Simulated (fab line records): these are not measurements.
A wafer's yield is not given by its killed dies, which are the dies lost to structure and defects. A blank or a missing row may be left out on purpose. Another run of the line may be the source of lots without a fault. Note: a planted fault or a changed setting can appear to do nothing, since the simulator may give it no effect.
Matching of chambers	flow n5Finfet	rieSi-02 running N5_FIN_CUT_CUT_ETCH_28: 4 sister chambers
The step etches Si in HBr/Cl2/O2, target depth 6 nm, time 2.4 s. 16 wafers are shown with their chamber, then 8 later ones without.

== WAFERS WITH THEIR CHAMBER ==
wafer	chamber	throttleValvePct (%)	drypumpMotorCurrentA (A)	oesProductAu (a.u.)
L074.2	0	37.3	5.4	1.011
L074.3	1	37.4	5.7	1.014
L074.5	0	37.3	5.5	1.012
L084.1	2	38.3	5.7	1.007
L084.2	1	37.4	5.7	1.010
L084.3	0	37.3	5.5	1.003
L084.4	2	38.3	5.7	1.009
L084.5	0	37.2	5.5	1.005
L084.6	1	37.4	5.7	1.012
L085.1	3	37.6	6.7	0.989
L085.2	2	38.3	5.7	1.004
L085.3	0	37.3	5.5	1.006
L085.4	3	37.6	6.6	0.996
L085.5	0	37.3	5.5	1.005
L085.6	2	38.3	5.7	1.002
L089.1	2	38.3	5.7	1.010

SIGNATURES (means of the wafers above)
reading	chamber 0	chamber 1	chamber 2	chamber 3	scatter within a chamber
throttleValvePct	37.283	37.400	38.300	37.600	0.0264
drypumpMotorCurrentA	5.483	5.700	5.700	6.650	0.0333
oesProductAu	1.00700	1.01200	1.00640	0.99250	0.00346
Rule: a wafer lies at a distance from a chamber equal to the root of the sum of squares, over the readings, of (its reading less the chamber's mean, divided by the reading's scatter). If the next closest chamber is less than 2 further off than the closest, the wafer can't be placed; otherwise it belongs to the closest. The scatter: the root of (the sum of the squares of (reading less its chamber's mean) over the shown wafers, divided by (wafers less chambers)).

== WAFERS WITHOUT THEIR CHAMBER ==
wafer	throttleValvePct (%)	drypumpMotorCurrentA (A)	oesProductAu (a.u.)
L089.3	37.6	6.6	1.004
L089.5	38.3	5.7	1.017
L095.1	37.3	5.5	1.004
L095.2	37.6	6.6	0.994
L095.3	37.4	5.8	1.001
L095.4	38.3	5.7	1.010
L095.5	37.6	6.6	0.999
L095.6	37.3	5.5	1.007

== CHAMBER TAKEN BY EACH ==
wafer	from the rows above	in truth
L089.3	3	3
L089.5	2	2
L095.1	0	0
L095.2	3	3
L095.3	1	1
L095.4	2	2
L095.5	3	3
L095.6	0	0
8 of 8 placed correctly. Number that these rows cannot place: 0. 0 placed wrongly.
